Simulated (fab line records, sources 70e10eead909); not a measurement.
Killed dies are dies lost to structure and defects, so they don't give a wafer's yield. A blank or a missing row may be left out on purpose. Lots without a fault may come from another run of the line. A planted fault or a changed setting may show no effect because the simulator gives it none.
fab line records | flow nand_harc
record lots=14 wafers=42 last_day=32
route steps=1302 shown A_DECK1_JOINT@544 A_ONON_D2@559
lots that met no fault: from a run of the same line without faults
start_h: hours from the record's first day to the start of the lot's first wafer shown | wait_h: hours since the lot's step before | " the same as in the row above | L1.1+2: a row that stands for several wafers | - no value, or no start given | * or withheld: withheld | < > ~ a bound
route shown NAME@n: a module of which the file shows steps, and the number in the route of the first | usual: mean/standard deviation of fault-free wafers | same: alike in all rows | chamber/n: place in a boat | sites: the reading at each site | _std_site: their standard deviation | _edge_site: outer sites' mean less inner sites' | radius_mm: how far each site lies from the wafer's centre | mask NAME#n: copy n | behind: the tool/chamber that last shaped the wafer | hold: why the lot was held/for how many hours/how that ended | device: the transistor (n, p or np) that didn't switch | end of line: the same wafers' tests at the end of the route | a step without rows: its recipe alone | killed: dies lost to structure and defects at the first sort, not the wafer's yield | map: a wafer's dies, x killed, . not, _ none there
set.NAME: the setting as run; set.NAME@STEP: as run at that earlier step | model.NAME: the simulator's own value behind a step, which no gauge read
steps of the route over a sample of lots; a table a step, a row a wafer
services: from which hour (start_h, from the record's first day; less than 0 if before it) a tool's chamber was out of use, for how many hours, and why
## steps
# step NHARC_A_DECK1_JOINT_INSPECT_05
# usual raw_defect_count=349/130
# columns lot.wafer tool chamber start_h wait_h raw_defect_count
L201.2 defect_inspect-01 - 274.52 0.0 543
L201.5 " - " " 304
L201.6 " - " " 231
L200.2 defect_inspect-02 - 274.70 0.0 484
L200.3 " - " " 453
L200.4 " - " " 298
L202.2 defect_inspect-02 - 294.94 0.0 371
L202.3 " - " " 237
L202.6 " - " " 159
L204.3 defect_inspect-01 - 306.67 0.0 368
L204.4 " - " " 313
L204.6 " - " " 261
L205.1 defect_inspect-02 - 317.88 0.0 549
L205.3 " - " " 227
L205.6 " - " " 171
L207.1 defect_inspect-01 - 339.07 0.0 419
L207.3 " - " " 381
L207.5 " - " " 268
L208.2 defect_inspect-01 - 355.05 0.0 361
L208.4 " - " " 538
L208.5 " - " " 427
L210.1 defect_inspect-02 - 361.30 0.0 254
L210.3 " - " " 225
L210.4 " - " " 264
L214.1 defect_inspect-01 - 417.86 0.0 337
L214.4 " - " " 405
L214.6 " - " " 327
L215.4 defect_inspect-02 - 431.29 0.0 358
L215.5 " - " " 353
L215.6 " - " " 470
L222.3 defect_inspect-01 - 481.35 0.0 218
L222.5 " - " " 498
L222.6 " - " " 420
L220.1 defect_inspect-02 - 481.36 0.0 422
L220.3 " - " " 390
L220.4 " - " " 581
L221.2 defect_inspect-02 - 481.45 0.0 366
L221.3 " - " " 494
L221.5 " - " " 276
L223.1 defect_inspect-01 - 501.83 0.0 249
L223.3 " - " " 168
L223.4 " - " " 321
# step NHARC_A_ONON_D2_THK_MEAS_21
# recipe thk_meas_gauge=ellipsometry
# usual thk_nm=999/8
# columns lot.wafer tool chamber start_h wait_h thk_nm
L201.2 film_metro-01 - 286.32 - 991
L201.5 " - " " 993
L201.6 " - " " 992
L200.2 film_metro-02 - 286.46 - 1000
L200.3 " - " " 999
L200.4 " - " " 1000
L202.2 film_metro-01 - 306.08 - 1007
L202.3 " - " " 1006
L202.6 " - " " 1007
L204.3 film_metro-02 - 319.48 - 1000
L204.4 " - " " 1001
L204.6 " - " " 1000
L205.1 film_metro-01 - 328.79 - 996
L205.3 " - " " 995
L205.6 " - " " 996
L207.1 film_metro-02 - 350.13 - 998
L207.3 " - " " 997
L207.5 " - " " 997
L208.2 film_metro-02 - 365.86 - 988
L208.4 " - " " 988
L208.5 " - " " 987
L210.1 film_metro-01 - 372.08 - 993
L210.3 " - " " 994
L210.4 " - " " 995
L214.1 film_metro-01 - 428.65 - 995
L214.4 " - " " 994
L214.6 " - " " 993
L215.4 film_metro-01 - 442.47 - 974
L215.5 " - " " 972
L215.6 " - " " 974
L222.3 film_metro-01 - 495.40 - 1004
L222.5 " - " " 1002
L222.6 " - " " 1002
L220.1 film_metro-02 - 495.53 - 1002
L220.3 " - " " 1002
L220.4 " - " " 1002
L221.2 film_metro-02 - 495.75 - 990
L221.3 " - " " 990
L221.5 " - " " 988
L223.1 film_metro-02 - 512.56 - 999
L223.3 " - " " 1001
L223.4 " - " " 999
# step NHARC_A_ONON_D2_DEP_25
# recipe target_thk_a=10000 n2_flow_sccm=2750 n2o_flow_sccm=2000 nh3_flow_sccm=500 sih4_flow_sccm=210 temp_c=400
# columns lot.wafer tool chamber start_h wait_h
L201.2+5+6 pecvd_onon-02 0 287.00 0.1
L200.2+3+4 pecvd_onon-04 0 287.14 0.1
L202.2+3+6 pecvd_onon-03 0 306.76 0.1
L204.3+4+6 pecvd_onon-03 0 320.21 0.2
L205.1+3+6 pecvd_onon-02 0 329.42 0.1
L207.1+3+5 pecvd_onon-02 0 350.75 0.1
L208.2+4+5 pecvd_onon-04 0 366.54 0.1
L210.1+3+4 pecvd_onon-04 0 372.84 0.1
L214.1+4+6 pecvd_onon-04 0 429.27 0.1
L215.4+5+6 pecvd_onon-04 0 443.27 0.2
L222.3+5+6 pecvd_onon-03 0 496.14 0.2
L220.1+3+4 pecvd_onon-02 0 496.17 0.1
L221.2+3+5 pecvd_onon-03 0 496.44 0.1
L223.1+3+4 pecvd_onon-02 0 513.17 0.1
# step NHARC_A_ONON_D2_THK_MEAS_27
# recipe thk_meas_gauge=ellipsometry
# usual thk_nm=1004/10
# columns lot.wafer tool chamber start_h wait_h hold thk_nm
L201.2 film_metro-01 - 287.46 - - 992
L201.5 " - " " - 991
L201.6 " - " " - 993
L200.2 film_metro-02 - 287.59 - - 1007
L200.3 " - " " - 1008
L200.4 " - " " - 1007
L202.2 film_metro-02 - 307.22 - - 984
L202.3 " - " " - 984
L202.6 " - " " - 984
L204.3 film_metro-02 - 320.61 - - 994
L204.4 " - " " - 996
L204.6 " - " " - 996
L205.1 film_metro-02 - 329.96 - - 987
L205.3 " - " " - 989
L205.6 " - " " - 987
L207.1 film_metro-01 - 351.26 - - 1017
L207.3 " - " " - 1018
L207.5 " - " " - 1016
L208.2 film_metro-01 - 366.99 - - 1002
L208.4 " - " " - 1004
L208.5 " - " " - 1003
L210.1 film_metro-01 - 373.35 - - 999
L210.3 " - " " - 998
L210.4 " - " " - 997
L214.1 film_metro-02 - 429.79 - await_dispo/0.2h/release 938
L214.4 " - " " await_dispo/0.2h/release 936
L214.6 " - " " await_dispo/0.2h/release 937
L214.1 film_metro-02 - 429.96 0.2 - 937
L214.4 " - " " - 936
L214.6 " - " " - 938
L215.4 film_metro-01 - 443.61 - await_dispo/0.2h/release 937
L215.5 " - " " await_dispo/0.2h/release 938
L215.6 " - " " await_dispo/0.2h/release 939
L215.4 film_metro-01 - 443.78 0.2 - 938
L215.5 " - " " - 937
L215.6 " - " " - 938
L222.3 film_metro-01 - 496.54 - - 1006
L222.5 " - " " - 1004
L222.6 " - " " - 1005
L220.1 film_metro-02 - 496.68 - - 997
L220.3 " - " " - 994
L220.4 " - " " - 995
L221.2 film_metro-02 - 496.90 - - 1006
L221.3 " - " " - 1010
L221.5 " - " " - 1008
L223.1 film_metro-01 - 513.69 - - 1019
L223.3 " - " " - 1018
L223.4 " - " " - 1018
# step NHARC_A_ONON_D2_INSPECT_32
# usual raw_defect_count=438/170
# columns lot.wafer tool chamber start_h wait_h raw_defect_count
L201.2 defect_inspect-01 - 288.58 0.0 668
L201.5 " - " " 397
L201.6 " - " " 315
L200.2 defect_inspect-01 - 289.10 0.0 793
L200.3 " - " " 650
L200.4 " - " " 493
L202.2 defect_inspect-02 - 308.33 0.0 422
L202.3 " - " " 311
L202.6 " - " " 224
L204.3 defect_inspect-01 - 321.70 0.0 475
L204.4 " - " " 429
L204.6 " - " " 342
L205.1 defect_inspect-01 - 331.11 0.0 884
L205.3 " - " " 357
L205.6 " - " " 260
L207.1 defect_inspect-01 - 352.36 0.0 539
L207.3 " - " " 457
L207.5 " - " " 345
L208.2 defect_inspect-01 - 368.12 0.0 460
L208.4 " - " " 685
L208.5 " - " " 544
L210.1 defect_inspect-02 - 374.59 0.0 310
L210.3 " - " " 269
L210.4 " - " " 363
L214.1 defect_inspect-01 - 443.91 0.0 461
L214.4 " - " " 563
L214.6 " - " " 432
L215.4 defect_inspect-01 - 446.24 0.0 501
L215.5 " - " " 508
L215.6 " - " " 674
L222.3 defect_inspect-01 - 497.72 0.0 271
L222.5 " - " " 646
L222.6 " - " " 529
L220.1 defect_inspect-02 - 497.99 0.0 499
L220.3 " - " " 469
L220.4 " - " " 706
L221.2 defect_inspect-02 - 498.16 0.0 465
L221.3 " - " " 607
L221.5 " - " " 365
L223.1 defect_inspect-02 - 514.79 0.0 266
L223.3 " - " " 193
L223.4 " - " " 350
## services
# columns tool chamber start_h hours kind
pecvd_onon-04 - 311.03 13.0 pm
pecvd_onon-02 - 366.34 13.0 pm
pecvd_onon-03 - 408.00 13.0 pm
pecvd_onon-04 - 492.03 13.0 pm
## key
first_sign step=NHARC_A_ONON_D2_THK_MEAS_27 reading=visit direction=added
effect step=NHARC_A_ONON_D2_THK_MEAS_27 reading=thk_nm direction=down sigmas=6.6 usual=1004 struck=938
met_at NHARC_A_ONON_D2_DEP_25
struck_lots L214,L215
later_rows_left_out L214.1,L214.4,L214.6,L215.4,L215.5,L215.6
sort_left_out L214.1,L214.4,L214.6,L215.4,L215.5,L215.6
tester_left_out L214,L215
not_acting_at NHARC_A_DECK1_JOINT_INSPECT_05,NHARC_A_ONON_D2_THK_MEAS_21,NHARC_A_ONON_D2_INSPECT_32
onset_between 372.84 429.27
fault kind=process_parameter_drift tool=pecvd_onon-04 chamber=- onset_h=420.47 steps=NHARC_A_ONON_D2_DEP_25 channel=target_thk_a offset=* shape=step end_h=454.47 acts_in=* stated=*
# tester_left_out: of these lots the tester's yield and bins aren't shown, on N5 and GAA mostly nor the transistor test; their killed dies are dies lost to structure and defects alone, not to doping, threshold or leakage, so they don't give the yield
# sort_left_out: the simulated sort isn't trusted on such a fault, so these wafers' sort isn't shown, and their yield isn't known
# later_rows_left_out: the simulator's readings of these wafers behind a module that went badly wrong aren't trusted and aren't shown, but for the sort
